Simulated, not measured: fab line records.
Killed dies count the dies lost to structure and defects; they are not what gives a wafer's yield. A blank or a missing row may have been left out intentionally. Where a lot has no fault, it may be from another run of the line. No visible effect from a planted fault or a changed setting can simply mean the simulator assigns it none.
The tool behind it: which one? || flow nand_harc || 10 lots with 30 wafers sampled at 6 steps, on a route of 1302 steps

== WHAT THE GAUGES SHOWED, per wafer ==
NHARC_END_WLT_00. Usual: VT_DECK1_BOTTOM 0.872, standard deviation 0.0067; VT_DECK1_BOTTOM_INNER 0.872, standard deviation 0.0073; VT_DECK1_MEDIAN_NEAR_BOTTOM 0.873, standard deviation 0.0074; VT_DECK1_MEDIAN_NEAR_BOTTOM_INNER 0.873, standard deviation 0.0067; VT_DECK1_MIDDLE 0.886, standard deviation 0.0067; VT_DECK1_MIDDLE_INNER 0.886, standard deviation 0.0065; VT_DECK1_TOP 0.897, standard deviation 0.0073; VT_DECK1_TOP_INNER 0.897, standard deviation 0.0074; VT_DECK2_BOTTOM 0.870, standard deviation 0.0063; VT_DECK2_BOTTOM_INNER 0.870, standard deviation 0.0064; VT_DECK2_MEDIAN_NEAR_BOTTOM 0.872, standard deviation 0.0066; VT_DECK2_MEDIAN_NEAR_BOTTOM_INNER 0.871, standard deviation 0.0061; VT_DECK2_MIDDLE 0.884, standard deviation 0.0065; VT_DECK2_MIDDLE_INNER 0.883, standard deviation 0.0053; VT_DECK2_TOP 0.895, standard deviation 0.0065; VT_DECK2_TOP_INNER 0.896, standard deviation 0.0064.
{"lot": "L623", "measured": "day 25 16:36", "on": "prober-02", "VT_DECK1_BOTTOM": "0.880 0.874 0.871", "VT_DECK1_BOTTOM_INNER": "0.869 0.873 0.870", "VT_DECK1_MEDIAN_NEAR_BOTTOM": "0.884 0.882 0.885", "VT_DECK1_MEDIAN_NEAR_BOTTOM_INNER": "0.872 0.882 0.871", "VT_DECK1_MIDDLE": "0.882 0.887 0.885", "VT_DECK1_MIDDLE_INNER": "0.885 0.887 0.888", "VT_DECK1_TOP": "0.891 0.897 0.898", "VT_DECK1_TOP_INNER": "0.893 0.901 0.899", "VT_DECK2_BOTTOM": "0.872 0.872 0.865", "VT_DECK2_BOTTOM_INNER": "0.874 0.875 0.871", "VT_DECK2_MEDIAN_NEAR_BOTTOM": "0.867 0.885 0.873", "VT_DECK2_MEDIAN_NEAR_BOTTOM_INNER": "0.879 0.866 0.873", "VT_DECK2_MIDDLE": "0.889 0.884 0.888", "VT_DECK2_MIDDLE_INNER": "0.879 0.886 0.883", "VT_DECK2_TOP": "0.892 0.901 0.904", "VT_DECK2_TOP_INNER": "0.889 0.893 0.891", "flag": ""}
{"lot": "L626", "measured": "day 25 22:51", "on": "prober-02", "VT_DECK1_BOTTOM": "0.877 0.877 0.878", "VT_DECK1_BOTTOM_INNER": "0.878 0.888 0.873", "VT_DECK1_MEDIAN_NEAR_BOTTOM": "0.886 0.880 0.879", "VT_DECK1_MEDIAN_NEAR_BOTTOM_INNER": "0.882 0.880 0.881", "VT_DECK1_MIDDLE": "0.900 0.900 0.894", "VT_DECK1_MIDDLE_INNER": "0.889 0.896 0.889", "VT_DECK1_TOP": "0.911 0.906 0.909", "VT_DECK1_TOP_INNER": "0.909 0.900 0.903", "VT_DECK2_BOTTOM": "0.868 0.868 0.877", "VT_DECK2_BOTTOM_INNER": "0.871 0.873 0.869", "VT_DECK2_MEDIAN_NEAR_BOTTOM": "0.874 0.874 0.873", "VT_DECK2_MEDIAN_NEAR_BOTTOM_INNER": "0.870 0.873 0.863", "VT_DECK2_MIDDLE": "0.881 0.888 0.885", "VT_DECK2_MIDDLE_INNER": "0.889 0.885 0.882", "VT_DECK2_TOP": "0.909 0.884 0.896", "VT_DECK2_TOP_INNER": "0.903 0.889 0.898", "flag": ""}
{"lot": "L628", "measured": "day 27 04:16", "on": "prober-02", "VT_DECK1_BOTTOM": "0.879 0.871 0.873", "VT_DECK1_BOTTOM_INNER": "0.871 0.878 0.870", "VT_DECK1_MEDIAN_NEAR_BOTTOM": "0.871 0.877 0.871", "VT_DECK1_MEDIAN_NEAR_BOTTOM_INNER": "0.869 0.874 0.866", "VT_DECK1_MIDDLE": "0.883 0.884 0.879", "VT_DECK1_MIDDLE_INNER": "0.887 0.894 0.882", "VT_DECK1_TOP": "0.896 0.895 0.897", "VT_DECK1_TOP_INNER": "0.891 0.897 0.895", "VT_DECK2_BOTTOM": "0.871 0.868 0.873", "VT_DECK2_BOTTOM_INNER": "0.867 0.872 0.873", "VT_DECK2_MEDIAN_NEAR_BOTTOM": "0.867 0.871 0.870", "VT_DECK2_MEDIAN_NEAR_BOTTOM_INNER": "0.868 0.865 0.867", "VT_DECK2_MIDDLE": "0.883 0.879 0.874", "VT_DECK2_MIDDLE_INNER": "0.886 0.877 0.881", "VT_DECK2_TOP": "0.898 0.882 0.888", "VT_DECK2_TOP_INNER": "0.890 0.887 0.892", "flag": ""}
{"lot": "L630", "measured": "day 28 22:11", "on": "prober-01", "VT_DECK1_BOTTOM": "0.873 0.871 0.872", "VT_DECK1_BOTTOM_INNER": "0.874 0.879 0.886", "VT_DECK1_MEDIAN_NEAR_BOTTOM": "0.880 0.880 0.878", "VT_DECK1_MEDIAN_NEAR_BOTTOM_INNER": "0.885 0.882 0.878", "VT_DECK1_MIDDLE": "0.884 0.889 0.895", "VT_DECK1_MIDDLE_INNER": "0.886 0.892 0.889", "VT_DECK1_TOP": "0.895 0.902 0.898", "VT_DECK1_TOP_INNER": "0.897 0.906 0.898", "VT_DECK2_BOTTOM": "0.869 0.867 0.875", "VT_DECK2_BOTTOM_INNER": "0.871 0.874 0.867", "VT_DECK2_MEDIAN_NEAR_BOTTOM": "0.875 0.868 0.877", "VT_DECK2_MEDIAN_NEAR_BOTTOM_INNER": "0.873 0.873 0.878", "VT_DECK2_MIDDLE": "0.886 0.882 0.884", "VT_DECK2_MIDDLE_INNER": "0.883 0.889 0.887", "VT_DECK2_TOP": "0.899 0.899 0.894", "VT_DECK2_TOP_INNER": "0.895 0.900 0.901", "flag": ""}
{"lot": "L631", "measured": "day 27 22:42", "on": "prober-02", "VT_DECK1_BOTTOM": "0.879 0.878 0.870", "VT_DECK1_BOTTOM_INNER": "0.873 0.875 0.881", "VT_DECK1_MEDIAN_NEAR_BOTTOM": "0.870 0.881 0.870", "VT_DECK1_MEDIAN_NEAR_BOTTOM_INNER": "0.874 0.878 0.870", "VT_DECK1_MIDDLE": "0.887 0.896 0.889", "VT_DECK1_MIDDLE_INNER": "0.883 0.890 0.896", "VT_DECK1_TOP": "0.902 0.901 0.903", "VT_DECK1_TOP_INNER": "0.899 0.893 0.890", "VT_DECK2_BOTTOM": "0.870 0.873 0.867", "VT_DECK2_BOTTOM_INNER": "0.870 0.875 0.866", "VT_DECK2_MEDIAN_NEAR_BOTTOM": "0.874 0.880 0.869", "VT_DECK2_MEDIAN_NEAR_BOTTOM_INNER": "0.872 0.869 0.869", "VT_DECK2_MIDDLE": "0.885 0.882 0.883", "VT_DECK2_MIDDLE_INNER": "0.877 0.880 0.880", "VT_DECK2_TOP": "0.902 0.897 0.893", "VT_DECK2_TOP_INNER": "0.893 0.899 0.897", "flag": ""}
{"lot": "L632", "measured": "day 29 05:59", "on": "prober-01", "VT_DECK1_BOTTOM": "0.912 0.908 0.915 0.915 0.915 0.907", "VT_DECK1_BOTTOM_INNER": "0.917 0.917 0.916 0.909 0.917 0.920", "VT_DECK1_MEDIAN_NEAR_BOTTOM": "0.918 0.920 0.912 0.909 0.918 0.912", "VT_DECK1_MEDIAN_NEAR_BOTTOM_INNER": "0.913 0.918 0.918 0.917 0.910 0.916", "VT_DECK1_MIDDLE": "0.924 0.928 0.940 0.930 0.929 0.930", "VT_DECK1_MIDDLE_INNER": "0.933 0.929 0.930 0.926 0.928 0.929", "VT_DECK1_TOP": "0.938 0.939 0.936 0.942 0.940 0.935", "VT_DECK1_TOP_INNER": "0.942 0.937 0.942 0.939 0.938 0.937", "VT_DECK2_BOTTOM": "0.925 0.919 0.917 0.915 0.912 0.921", "VT_DECK2_BOTTOM_INNER": "0.914 0.916 0.927 0.913 0.921 0.921", "VT_DECK2_MEDIAN_NEAR_BOTTOM": "0.923 0.917 0.920 0.910 0.917 0.923", "VT_DECK2_MEDIAN_NEAR_BOTTOM_INNER": "0.916 0.920 0.923 0.926 0.916 0.918", "VT_DECK2_MIDDLE": "0.930 0.941 0.934 0.939 0.925 0.931", "VT_DECK2_MIDDLE_INNER": "0.933 0.931 0.934 0.930 0.934 0.930", "VT_DECK2_TOP": "0.949 0.936 0.947 0.944 0.937 0.939", "VT_DECK2_TOP_INNER": "0.951 0.937 0.942 0.932 0.948 0.947", "flag": "OFF"}
{"lot": "L633", "measured": "day 28 21:12", "on": "prober-02", "VT_DECK1_BOTTOM": "0.919 0.928 0.929 0.931 0.923 0.924", "VT_DECK1_BOTTOM_INNER": "0.926 0.921 0.923 0.929 0.922 0.931", "VT_DECK1_MEDIAN_NEAR_BOTTOM": "0.930 0.922 0.927 0.927 0.925 0.940", "VT_DECK1_MEDIAN_NEAR_BOTTOM_INNER": "0.923 0.925 0.927 0.933 0.930 0.921", "VT_DECK1_MIDDLE": "0.943 0.939 0.940 0.942 0.935 0.938", "VT_DECK1_MIDDLE_INNER": "0.938 0.946 0.946 0.942 0.952 0.941", "VT_DECK1_TOP": "0.951 0.956 0.956 0.954 0.954 0.960", "VT_DECK1_TOP_INNER": "0.957 0.951 0.951 0.959 0.947 0.950", "VT_DECK2_BOTTOM": "0.933 0.929 0.925 0.932 0.935 0.924", "VT_DECK2_BOTTOM_INNER": "0.929 0.937 0.933 0.929 0.936 0.917", "VT_DECK2_MEDIAN_NEAR_BOTTOM": "0.933 0.937 0.929 0.926 0.932 0.922", "VT_DECK2_MEDIAN_NEAR_BOTTOM_INNER": "0.931 0.935 0.928 0.930 0.931 0.922", "VT_DECK2_MIDDLE": "0.947 0.949 0.935 0.943 0.945 0.944", "VT_DECK2_MIDDLE_INNER": "0.953 0.940 0.935 0.948 0.938 0.940", "VT_DECK2_TOP": "0.958 0.952 0.965 0.964 0.956 0.953", "VT_DECK2_TOP_INNER": "0.954 0.955 0.947 0.956 0.951 0.950", "flag": "OFF"}
{"lot": "L637", "measured": "day 31 09:13", "on": "prober-01", "VT_DECK1_BOTTOM": "0.920 0.930 0.923 0.931 0.926 0.930", "VT_DECK1_BOTTOM_INNER": "0.923 0.934 0.932 0.930 0.928 0.926", "VT_DECK1_MEDIAN_NEAR_BOTTOM": "0.929 0.929 0.931 0.922 0.931 0.937", "VT_DECK1_MEDIAN_NEAR_BOTTOM_INNER": "0.927 0.924 0.930 0.927 0.929 0.927", "VT_DECK1_MIDDLE": "0.946 0.943 0.941 0.943 0.940 0.953", "VT_DECK1_MIDDLE_INNER": "0.940 0.941 0.944 0.943 0.940 0.948", "VT_DECK1_TOP": "0.958 0.959 0.953 0.957 0.961 0.958", "VT_DECK1_TOP_INNER": "0.958 0.958 0.956 0.958 0.956 0.955", "VT_DECK2_BOTTOM": "0.915 0.913 0.909 0.911 0.917 0.915", "VT_DECK2_BOTTOM_INNER": "0.917 0.918 0.911 0.916 0.917 0.919", "VT_DECK2_MEDIAN_NEAR_BOTTOM": "0.924 0.907 0.915 0.919 0.921 0.912", "VT_DECK2_MEDIAN_NEAR_BOTTOM_INNER": "0.911 0.920 0.912 0.913 0.917 0.910", "VT_DECK2_MIDDLE": "0.923 0.930 0.930 0.927 0.933 0.927", "VT_DECK2_MIDDLE_INNER": "0.926 0.939 0.934 0.928 0.933 0.921", "VT_DECK2_TOP": "0.952 0.942 0.945 0.946 0.939 0.941", "VT_DECK2_TOP_INNER": "0.941 0.946 0.945 0.945 0.942 0.944", "flag": "OFF"}
{"lot": "L639", "measured": "day 32 10:13", "on": "prober-01", "VT_DECK1_BOTTOM": "0.926 0.926 0.930 0.933 0.928 0.929", "VT_DECK1_BOTTOM_INNER": "0.935 0.931 0.932 0.933 0.920 0.930", "VT_DECK1_MEDIAN_NEAR_BOTTOM": "0.937 0.936 0.924 0.938 0.934 0.926", "VT_DECK1_MEDIAN_NEAR_BOTTOM_INNER": "0.932 0.933 0.928 0.932 0.927 0.936", "VT_DECK1_MIDDLE": "0.940 0.939 0.943 0.944 0.942 0.945", "VT_DECK1_MIDDLE_INNER": "0.932 0.945 0.950 0.938 0.940 0.943", "VT_DECK1_TOP": "0.952 0.960 0.950 0.957 0.949 0.953", "VT_DECK1_TOP_INNER": "0.951 0.957 0.952 0.957 0.950 0.943", "VT_DECK2_BOTTOM": "0.929 0.929 0.933 0.936 0.925 0.935", "VT_DECK2_BOTTOM_INNER": "0.929 0.928 0.932 0.930 0.931 0.932", "VT_DECK2_MEDIAN_NEAR_BOTTOM": "0.924 0.937 0.935 0.931 0.937 0.933", "VT_DECK2_MEDIAN_NEAR_BOTTOM_INNER": "0.934 0.934 0.930 0.927 0.932 0.941", "VT_DECK2_MIDDLE": "0.943 0.941 0.948 0.952 0.945 0.948", "VT_DECK2_MIDDLE_INNER": "0.950 0.943 0.944 0.943 0.943 0.951", "VT_DECK2_TOP": "0.963 0.957 0.958 0.964 0.956 0.959", "VT_DECK2_TOP_INNER": "0.971 0.955 0.965 0.967 0.964 0.965", "flag": "OFF"}
{"lot": "L644", "measured": "day 34 11:16", "on": "prober-01", "VT_DECK1_BOTTOM": "0.866 0.875 0.866", "VT_DECK1_BOTTOM_INNER": "0.876 0.877 0.866", "VT_DECK1_MEDIAN_NEAR_BOTTOM": "0.874 0.864 0.870", "VT_DECK1_MEDIAN_NEAR_BOTTOM_INNER": "0.876 0.869 0.865", "VT_DECK1_MIDDLE": "0.882 0.884 0.878", "VT_DECK1_MIDDLE_INNER": "0.877 0.878 0.880", "VT_DECK1_TOP": "0.892 0.893 0.895", "VT_DECK1_TOP_INNER": "0.895 0.892 0.899", "VT_DECK2_BOTTOM": "0.858 0.873 0.862", "VT_DECK2_BOTTOM_INNER": "0.863 0.870 0.876", "VT_DECK2_MEDIAN_NEAR_BOTTOM": "0.870 0.876 0.863", "VT_DECK2_MEDIAN_NEAR_BOTTOM_INNER": "0.867 0.869 0.867", "VT_DECK2_MIDDLE": "0.884 0.891 0.885", "VT_DECK2_MIDDLE_INNER": "0.881 0.881 0.884", "VT_DECK2_TOP": "0.892 0.895 0.904", "VT_DECK2_TOP_INNER": "0.902 0.891 0.887", "flag": ""}

NHARC_END_SORT_01. Usual: killed_at_array 62, standard deviation 16; killed_at_other 0.8, standard deviation 1.1; killed_at_periphery 4, standard deviation 3.2; killed_dies 67, standard deviation 16; killed_open 3.5, standard deviation 1.9; killed_short 2.1, standard deviation 1.5.
{"lot": "L623", "measured": "day 25 20:28", "on": "prober-02", "killed_at_array": "17 26 24", "killed_at_other": "2 5 3", "killed_at_periphery": "4 5 2", "killed_dies": "23 36 29", "killed_open": "3 3 3", "killed_short": "4 0 3", "flag": ""}
{"lot": "L630", "measured": "day 29 01:47", "on": "prober-01", "killed_at_array": "63 65 60", "killed_at_other": "0 1 0", "killed_at_periphery": "3 3 5", "killed_dies": "66 69 65", "killed_open": "1 3 5", "killed_short": "3 2 0", "flag": ""}
{"lot": "L632", "measured": "day 29 21:12", "on": "prober-01", "killed_at_array": "44 53 46", "killed_at_other": "2 0 0", "killed_at_periphery": "3 10 8", "killed_dies": "49 63 54", "killed_open": "1 3 2", "killed_short": "2 2 0", "flag": ""}
{"lot": "L633", "measured": "day 29 09:24", "on": "prober-02", "killed_at_array": "71 72 68", "killed_at_other": "1 2 2", "killed_at_periphery": "2 2 4", "killed_dies": "74 76 74", "killed_open": "4 5 3", "killed_short": "0 4 1", "flag": ""}
{"lot": "L637", "measured": "day 31 22:24", "on": "prober-01", "killed_at_array": "78 84 94", "killed_at_other": "0 0 0", "killed_at_periphery": "7 5 5", "killed_dies": "85 89 99", "killed_open": "6 0 3", "killed_short": "2 0 4", "flag": ""}
{"lot": "L639", "measured": "day 33 05:06", "on": "prober-01", "killed_at_array": "61 60 60", "killed_at_other": "0 0 0", "killed_at_periphery": "1 2 1", "killed_dies": "62 62 61", "killed_open": "5 3 4", "killed_short": "2 3 2", "flag": ""}

== WHICH TOOL RAN EACH LOT (tool, then ch and the chambers of the sampled wafers, then the start) ==
{"lot": "L623", "NHARC_P_STI_PRECLEAN_32": "wet_bench-06 ch 3,5,6, day 3 20:02", "NHARC_THIN_TSV_STRIP_62": "plasma_asher-02 ch 0,1, day 25 07:00", "NHARC_THIN_TSV_PVD_19": "pvd_sputter-01, day 25 16:36 or earlier", "NHARC_THIN_TSV_PVD_51": "pvd_sputter-01, day 25 16:36 or earlier"}
{"lot": "L626", "NHARC_P_STI_PRECLEAN_32": "wet_bench-09 ch 3,5,6, day 4 21:35", "NHARC_THIN_TSV_STRIP_62": "plasma_asher-02 ch 0,1, day 25 10:13", "NHARC_THIN_TSV_PVD_19": "pvd_sputter-01, day 25 22:51 or earlier", "NHARC_THIN_TSV_PVD_51": "pvd_sputter-01, day 25 22:51 or earlier"}
{"lot": "L628", "NHARC_P_STI_PRECLEAN_32": "wet_bench-06 ch 2,4,5, day 5 17:16", "NHARC_THIN_TSV_STRIP_62": "plasma_asher-01 ch 0, day 26 17:35", "NHARC_THIN_TSV_PVD_19": "pvd_sputter-02, day 27 04:16 or earlier", "NHARC_THIN_TSV_PVD_51": "pvd_sputter-02, day 27 04:16 or earlier"}
{"lot": "L630", "NHARC_P_STI_PRECLEAN_32": "wet_bench-09 ch 2,3,5, day 6 14:11", "NHARC_THIN_TSV_STRIP_62": "plasma_asher-02 ch 0,1, day 28 10:20", "NHARC_THIN_TSV_PVD_19": "pvd_sputter-02, day 28 22:11 or earlier", "NHARC_THIN_TSV_PVD_51": "pvd_sputter-02, day 28 22:11 or earlier"}
{"lot": "L631", "NHARC_P_STI_PRECLEAN_32": "wet_bench-09 ch 3,4,6, day 7 01:47", "NHARC_THIN_TSV_STRIP_62": "plasma_asher-01 ch 0,1, day 27 12:53", "NHARC_THIN_TSV_PVD_19": "pvd_sputter-01, day 27 22:42 or earlier", "NHARC_THIN_TSV_PVD_51": "pvd_sputter-01, day 27 22:42 or earlier"}
{"lot": "L632", "NHARC_P_STI_PRECLEAN_32": "wet_bench-09 ch 0,1,2, day 7 14:01", "NHARC_THIN_TSV_STRIP_62": "plasma_asher-02 ch 0,1, day 28 10:31", "NHARC_THIN_TSV_PVD_19": "pvd_sputter-03, day 29 05:59 or earlier", "NHARC_THIN_TSV_PVD_51": "pvd_sputter-03, day 29 05:59 or earlier"}
{"lot": "L633", "NHARC_P_STI_PRECLEAN_32": "wet_bench-09 ch 0,3,6, day 7 19:41", "NHARC_THIN_TSV_STRIP_62": "plasma_asher-02 ch 0,1, day 28 11:02", "NHARC_THIN_TSV_PVD_19": "pvd_sputter-02, day 28 21:12 or earlier", "NHARC_THIN_TSV_PVD_51": "pvd_sputter-02, day 28 21:12 or earlier"}
{"lot": "L637", "NHARC_P_STI_PRECLEAN_32": "wet_bench-09 ch 2,4,5, day 9 12:05", "NHARC_THIN_TSV_STRIP_62": "plasma_asher-01 ch 0,1, day 30 23:43", "NHARC_THIN_TSV_PVD_19": "pvd_sputter-01, day 31 09:13 or earlier", "NHARC_THIN_TSV_PVD_51": "pvd_sputter-01, day 31 09:13 or earlier"}
{"lot": "L639", "NHARC_P_STI_PRECLEAN_32": "wet_bench-09 ch 1,2,3, day 10 07:26", "NHARC_THIN_TSV_STRIP_62": "plasma_asher-02 ch 0,1, day 31 17:10", "NHARC_THIN_TSV_PVD_19": "pvd_sputter-02, day 32 10:13 or earlier", "NHARC_THIN_TSV_PVD_51": "pvd_sputter-02, day 32 10:13 or earlier"}
{"lot": "L644", "NHARC_P_STI_PRECLEAN_32": "wet_bench-06 ch 2,4,7, day 12 09:07", "NHARC_THIN_TSV_STRIP_62": "plasma_asher-01 ch 1, day 34 01:33", "NHARC_THIN_TSV_PVD_19": "pvd_sputter-03, day 34 11:16 or earlier", "NHARC_THIN_TSV_PVD_51": "pvd_sputter-03, day 34 11:16 or earlier"}
- NHARC_P_STI_PRECLEAN_32: cleans in SC1.
- NHARC_THIN_TSV_STRIP_62: strips in N2/H2, time 20 s.
- NHARC_THIN_TSV_PVD_19: deposits TaN, target thk 20 nm.
- NHARC_THIN_TSV_PVD_51: deposits Cu, target thk 100 nm.

== AS READ BY THE TOOLS THEMSELVES (means over the sampled wafers that have a number; for cases with no such wafer, the mark the record gives instead) ==
NHARC_THIN_TSV_STRIP_62. Usual: drypump_motor_current_A 5.6 A, standard deviation 0.45; heater_power_w 327 W, standard deviation 17.
{"lot": "L623", "tool": "plasma_asher-02", "drypump_motor_current_A (A)": 5.1, "heater_power_w (W)": 337, "flag": ""}
{"lot": "L626", "tool": "plasma_asher-02", "drypump_motor_current_A (A)": 5.5, "heater_power_w (W)": 342, "flag": ""}
{"lot": "L628", "tool": "plasma_asher-01", "drypump_motor_current_A (A)": 5.9, "heater_power_w (W)": 304, "flag": ""}
{"lot": "L630", "tool": "plasma_asher-02", "drypump_motor_current_A (A)": 5.1, "heater_power_w (W)": 344, "flag": ""}
{"lot": "L631", "tool": "plasma_asher-01", "drypump_motor_current_A (A)": 5.8, "heater_power_w (W)": 320, "flag": ""}
{"lot": "L632", "tool": "plasma_asher-02", "drypump_motor_current_A (A)": 5.4, "heater_power_w (W)": 346, "flag": ""}
{"lot": "L633", "tool": "plasma_asher-02", "drypump_motor_current_A (A)": 5.1, "heater_power_w (W)": 343, "flag": ""}
{"lot": "L637", "tool": "plasma_asher-01", "drypump_motor_current_A (A)": 5.9, "heater_power_w (W)": 313, "flag": ""}
{"lot": "L639", "tool": "plasma_asher-02", "drypump_motor_current_A (A)": 5.4, "heater_power_w (W)": 346, "flag": ""}
{"lot": "L644", "tool": "plasma_asher-01", "drypump_motor_current_A (A)": 5.8, "heater_power_w (W)": 324, "flag": ""}

NHARC_THIN_TSV_PVD_19. Usual: 29.9 % for throttle_valve_pct, sd 0.95.
{"lot": "L623", "tool": "pvd_sputter-01", "throttle_valve_pct (%)": 30.6, "flag": ""}
{"lot": "L626", "tool": "pvd_sputter-01", "throttle_valve_pct (%)": 29.8, "flag": ""}
{"lot": "L628", "tool": "pvd_sputter-02", "throttle_valve_pct (%)": 30.4, "flag": ""}
{"lot": "L630", "tool": "pvd_sputter-02", "throttle_valve_pct (%)": 29.5, "flag": ""}
{"lot": "L631", "tool": "pvd_sputter-01", "throttle_valve_pct (%)": 30.4, "flag": ""}
{"lot": "L632", "tool": "pvd_sputter-03", "throttle_valve_pct (%)": 29.6, "flag": ""}
{"lot": "L633", "tool": "pvd_sputter-02", "throttle_valve_pct (%)": 29.2, "flag": ""}
{"lot": "L637", "tool": "pvd_sputter-01", "throttle_valve_pct (%)": 29.9, "flag": ""}
{"lot": "L639", "tool": "pvd_sputter-02", "throttle_valve_pct (%)": 30.4, "flag": ""}
{"lot": "L644", "tool": "pvd_sputter-03", "throttle_valve_pct (%)": 28.9, "flag": ""}

NHARC_THIN_TSV_PVD_51. Usual: 29.9 % for throttle_valve_pct, sd 0.92.
{"lot": "L623", "tool": "pvd_sputter-01", "throttle_valve_pct (%)": 30.0, "flag": ""}
{"lot": "L626", "tool": "pvd_sputter-01", "throttle_valve_pct (%)": 29.4, "flag": ""}
{"lot": "L628", "tool": "pvd_sputter-02", "throttle_valve_pct (%)": 30.1, "flag": ""}
{"lot": "L630", "tool": "pvd_sputter-02", "throttle_valve_pct (%)": 30.3, "flag": ""}
{"lot": "L631", "tool": "pvd_sputter-01", "throttle_valve_pct (%)": 30.6, "flag": ""}
{"lot": "L632", "tool": "pvd_sputter-03", "throttle_valve_pct (%)": 29.5, "flag": ""}
{"lot": "L633", "tool": "pvd_sputter-02", "throttle_valve_pct (%)": 30.4, "flag": ""}
{"lot": "L637", "tool": "pvd_sputter-01", "throttle_valve_pct (%)": 30.6, "flag": ""}
{"lot": "L639", "tool": "pvd_sputter-02", "throttle_valve_pct (%)": 29.5, "flag": ""}
{"lot": "L644", "tool": "pvd_sputter-03", "throttle_valve_pct (%)": 29.5, "flag": ""}

== THE ANSWER, worked out from the rows above alone ==
Rule: a lot counts as off when the mean over its wafers that have a number is more than 3 standard deviations away from the usual mean. A lot without any number at a reading at which 4 lots or more have one is off too. The other lots that the step has rows for count as sound. Order of review: gauges by route order, followed by the tools' own readings, for which a lot's mean as printed above is used. At the first step where some lot is off, the reading lying furthest off is the one used; lots without a number count as furthest.
Off: L632, L633, L637, L639, at NHARC_END_WLT_00 (VT_DECK2_MIDDLE_INNER).
A tool fits if, at a process step before that reading, it ran every lot that is off, and no sound lot after the first of them. Gauges at NHARC_END_WLT_00: tried the same way as those tools. With no start given for some of its lots, NHARC_THIN_TSV_PVD_19 uses the hours and lot order of NHARC_END_WLT_00. With no start given for some of its lots, NHARC_THIN_TSV_PVD_51 uses the hours and lot order of NHARC_END_WLT_00. One fits: NHARC_P_STI_PRECLEAN_32 on wet_bench-09. A fault onset in the window from L631 (day 7 01:47, its last sound lot) to L632 (day 7 14:01, its first lot off) fits.

== WHAT THE SIMULATOR HAD INSERTED ==
Metallic contamination source: wet_bench-09, from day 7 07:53 on, at NHARC_P_STI_PRECLEAN_32. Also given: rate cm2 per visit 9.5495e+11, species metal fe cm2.
Shown lots that were struck: L633, L632, L637, L639. The rule above found the same.
